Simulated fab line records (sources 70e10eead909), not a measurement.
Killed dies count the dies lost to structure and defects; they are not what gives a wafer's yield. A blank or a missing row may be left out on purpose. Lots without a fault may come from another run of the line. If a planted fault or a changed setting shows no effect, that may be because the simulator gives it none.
Matching of chambers -- flow nandHarc -- 4 sister chambers for NHARC_A_STAIRCASE_STRIP_274 on rieDiel-08
The step strips in O2. 4 wafers are shown with their chamber, then 7 later ones without.

## WAFERS, EACH WITH ITS CHAMBER
wafer,chamber,showerheadPlenumPTorr (Torr)
L498.5,2,3.45
L495.2,1,3.64
L495.4,0,3.57
L500.5,3,3.47

## WAFERS WITH NO CHAMBER GIVEN
wafer,showerheadPlenumPTorr (Torr)
L500.6,3.45
L507.2,3.62
L507.4,3.55
L507.5,3.43
L508.1,3.62
L508.3,3.55
L508.4,3.43

## CHAMBER TAKEN BY EACH
wafer,from the rows above,in truth
L500.6,can't be placed: 2 or 3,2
L507.2,can't be placed: 1 or 0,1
L507.4,0,0
L507.5,can't be placed: 2 or 3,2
L508.1,can't be placed: 1 or 0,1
L508.3,0,0
L508.4,can't be placed: 2 or 3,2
Correctly placed: 2 of 7. Cannot be placed on the basis of these rows: 5; the candidates contain the true chamber in 5. Wrongly placed: 0.
How it was worked out, from the rows above alone: a wafer's distance from a chamber is the root of the sum, over the readings, of the square of ((its reading less the chamber's mean) divided by the reading's scatter). If the next closest chamber is less than 2 further off than the closest, the wafer can't be placed; otherwise it belongs to the closest. The mean given for a chamber averages the wafers shown for that chamber. The scatter (one wafer shown for each chamber): square how far every hidden wafer sits from the nearest shown wafer, average those squares and take the square root.
